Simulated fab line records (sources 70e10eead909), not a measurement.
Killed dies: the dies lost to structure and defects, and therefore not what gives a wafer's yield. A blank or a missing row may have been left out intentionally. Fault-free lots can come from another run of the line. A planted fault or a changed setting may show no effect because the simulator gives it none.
Chamber matching	flow nand harc	rie diel-05 running NHARC_A_CONTACT_ETCH_75: 4 sister chambers
The step etches the open film in CF4, target depth 39 nm, time 65 s. 36 wafers are shown with their chamber, then 12 later ones without.

## WAFERS PAIRED WITH THEIR CHAMBERS
wafer	chamber	showerhead plenum p Torr (Torr)	rf vpp V (V)	oes product au (a.u.)
L075.1	2	1.82	152.1	1.002
L075.3	0	1.84	152.4	1.010
L075.4	3	1.86	152.7	1.018
L076.3	1	1.86	152.3	1.003
L076.5	0	1.84	152.2	1.010
L076.6	1	1.86	152.0	1.007
L078.1	0	1.84	151.6	1.008
L078.4	3	1.86	151.8	0.995
L078.5	0	1.84	151.8	1.008
L080.2	2	1.82	153.1	1.005
L080.3	1	1.86	152.3	0.994
L080.4	0	1.84	152.3	1.008
L082.2	0	1.84	151.1	1.018
L082.3	1	1.85	152.3	0.998
L082.4	1	1.85	152.9	1.009
L083.1	2	1.82	151.1	1.005
L083.2	0	1.84	151.1	1.010
L083.4	2	1.82	150.9	0.997
L084.2	3	1.86	152.0	1.010
L084.4	2	1.82	151.7	1.007
L084.5	3	1.86	152.0	1.008
L085.1	3	1.86	153.2	1.003
L085.3	1	1.85	152.6	1.009
L085.6	2	1.82	153.7	1.003
L088.2	3	1.86	154.1	1.009
L088.4	1	1.85	151.2	1.001
L088.5	2	1.82	152.6	1.001
L090.3	1	1.85	152.8	1.003
L090.5	0	1.83	151.0	0.998
L090.6	3	1.86	151.9	1.002
L093.3	0	1.83	152.3	1.002
L093.4	3	1.85	151.6	0.998
L093.5	0	1.83	152.1	1.000
L092.1	0	1.83	150.8	1.003
L092.2	1	1.85	153.5	0.993
L092.6	2	1.81	152.7	0.993

SIGNATURES (averages over the wafers above)
reading	chamber 0	chamber 1	chamber 2	chamber 3	scatter within a chamber
showerhead plenum p Torr	1.8364	1.8533	1.8188	1.8588	0.00444
rf vpp V	151.700	152.433	152.237	152.412	0.765
oes product au	1.00682	1.00189	1.00162	1.00537	0.00596
Rule: a wafer's distance from a chamber is the root of the sum, over the readings, of the square of ((its reading less the chamber's mean) divided by the reading's scatter). The wafer belongs to the nearest chamber; if the next one is less than 2 further off, it can't be placed. The scatter is the square root of a quotient: the sum, over the shown wafers, of each reading's squared deviation from its chamber's mean, divided by wafers minus chambers.

## WAFERS MISSING THEIR CHAMBER
wafer	showerhead plenum p Torr (Torr)	rf vpp V (V)	oes product au (a.u.)
L094.3	1.85	152.1	0.999
L094.4	1.83	153.1	1.004
L094.6	1.83	151.2	0.999
L096.1	1.81	152.4	1.005
L096.3	1.83	151.4	1.009
L096.4	1.83	151.5	1.004
L095.2	1.85	152.6	0.999
L095.3	1.81	151.6	0.997
L095.5	1.85	153.3	0.993
L095.1	1.85	152.0	1.003
L095.4	1.83	151.1	0.998
L095.6	1.81	152.7	0.997

## WHICH CHAMBER EACH WENT THROUGH
wafer	from the rows above	in truth
L094.3	can't be placed: 1 or 3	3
L094.4	can't be placed: 0 or 2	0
L094.6	can't be placed: 0 or 2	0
L096.1	2	2
L096.3	can't be placed: 0 or 2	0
L096.4	can't be placed: 0 or 2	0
L095.2	can't be placed: 1 or 3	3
L095.3	2	2
L095.5	can't be placed: 1 or 3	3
L095.1	can't be placed: 1 or 3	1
L095.4	can't be placed: 0 or 2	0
L095.6	2	2
Correctly placed: 3 of 12. Cannot be placed on the basis of these rows: 9; the candidates contain the true chamber in 9. Placed wrongly: 0.
